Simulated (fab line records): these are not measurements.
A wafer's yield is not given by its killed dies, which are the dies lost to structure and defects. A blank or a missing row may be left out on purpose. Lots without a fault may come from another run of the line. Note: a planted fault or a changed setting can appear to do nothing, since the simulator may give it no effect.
Chamber matching ; flow n5_finfet ; N5_HKMG_FIN_ALD_91 on ald_metal-02 has 4 sister chambers
The step deposits TiN, target thk 1 nm, pulse time 1 s, purge time 3 s. 4 wafers are shown with their chamber, then 7 later ones without.

WAFERS WITH THEIR CHAMBER
wafer;chamber;heater_power_w (W)
L086.4;3;787
L086.5;2;815
L089.1;1;817
L089.5;0;963

WAFERS MISSING THEIR CHAMBER
wafer;heater_power_w (W)
L089.6;824
L092.3;785
L092.4;818
L092.5;766
L095.2;826
L095.3;787
L095.6;956

CHAMBER TAKEN BY EACH
wafer;from the rows above;in truth
L089.6;can't be placed: 1 or 2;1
L092.3;3;3
L092.4;can't be placed: 1 or 2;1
L092.5;3;3
L095.2;can't be placed: 1 or 2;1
L095.3;3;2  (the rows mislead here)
L095.6;0;0
Correctly placed: 3 of 7. Not placeable from these rows: 3 (in 3, the candidates include the true chamber). Placed wrongly: 1.
How it was worked out, from the rows above alone: a wafer's distance from a chamber is the root of the sum, over the readings, of the square of ((its reading less the chamber's mean) divided by the reading's scatter). The wafer belongs to the nearest chamber; if the next one is less than 2 further off, it can't be placed. For every chamber, the mean is computed from those of its wafers that are shown. The scatter: with one shown wafer a chamber, the root of the mean of the squares of how far each hidden wafer lies from its nearest shown one.
